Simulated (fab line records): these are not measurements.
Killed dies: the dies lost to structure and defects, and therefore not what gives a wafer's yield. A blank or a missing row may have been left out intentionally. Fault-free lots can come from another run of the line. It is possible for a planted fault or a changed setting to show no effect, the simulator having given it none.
Which tool did it?	flow n5_finfet	23 lots, 69 wafers sampled, at 1 step of a route of 1938

WHAT EACH GAUGE READ, for each wafer
N5_FIN_CUT_CD_MEAS_08 targets a cd of 29.1 nm. Usual: 29.11 nm for cd_nm, sd 0.23.
lot	measured	on	cd_nm (nm)	flag
L074	day 2 02:53	cd_sem-02	29.32 29.22 29.13	
L075	day 2 11:23	cd_sem-01	28.88 29.07 29.22	
L076	day 2 14:56	cd_sem-03	29.26 29.10 28.97	
L077	day 2 21:16	cd_sem-03	29.12 28.87 28.73	
L078	day 3 06:22	cd_sem-02	29.09 29.19 28.87	
L079	day 3 10:24	cd_sem-02	28.84 28.86 29.16	
L080	day 3 14:28	cd_sem-01	29.34 29.37 29.38	
L081	day 3 21:43	cd_sem-02	28.90 28.76 28.91	
L082	day 4 05:35	cd_sem-03	29.18 29.13 28.99	
L083	day 4 10:32	cd_sem-02	29.19 29.32 29.59	
L084	day 4 14:19	cd_sem-01	28.90 29.24 29.52	
L085	day 4 20:19	cd_sem-02	29.59 29.46 29.21	
L086	day 5 06:28	cd_sem-01	29.11 28.84 28.99	
L087	day 5 10:50	cd_sem-02	29.35 29.03 29.11	
L088	day 5 14:30	cd_sem-03	29.06 29.04 29.10	
L089	day 5 20:25	cd_sem-03	28.81 29.10 29.40	
L091	day 6 12:16	cd_sem-01	28.96 29.20 28.97	
L092	day 6 20:32	cd_sem-01	29.11 29.27 28.75	
L093	day 7 07:16	cd_sem-02	28.99 28.77 29.14	
L094	day 7 09:07	cd_sem-02	29.11 29.08 28.71	
L095	day 7 11:08	cd_sem-02	29.34 29.63 28.90	
L096	day 7 15:05	cd_sem-03	28.88 28.91 28.92	
L097	day 7 21:16	cd_sem-02	29.25 28.60 28.82	

TOOL THAT RAN EACH LOT (tool first, then ch and the chambers of the sampled wafers, then the start)
Record: no process step prior to these readings.

WHAT THE TOOLS THEMSELVES READ (means of the sampled wafers that have a number; where no wafer has one, the mark that the record gives instead)
The record holds no such reading with a usual standard deviation.

THE ANSWER, worked out from the rows above alone
Rule: lot off if the mean of its wafers having a number is beyond 3 standard deviations from the usual mean. A lot without any number at a reading at which 4 lots or more have one is off too. The other lots that the step has rows for count as sound. First the gauges in route order, then the tools' own readings, where a lot's mean is used as printed above. At the first step where some lot is off, the reading lying furthest off is the one used; lots without a number count as furthest.
None of the lots is off at any reading shown; this tells nothing.

WHAT HAD BEEN PUT IN BY THE SIMULATOR
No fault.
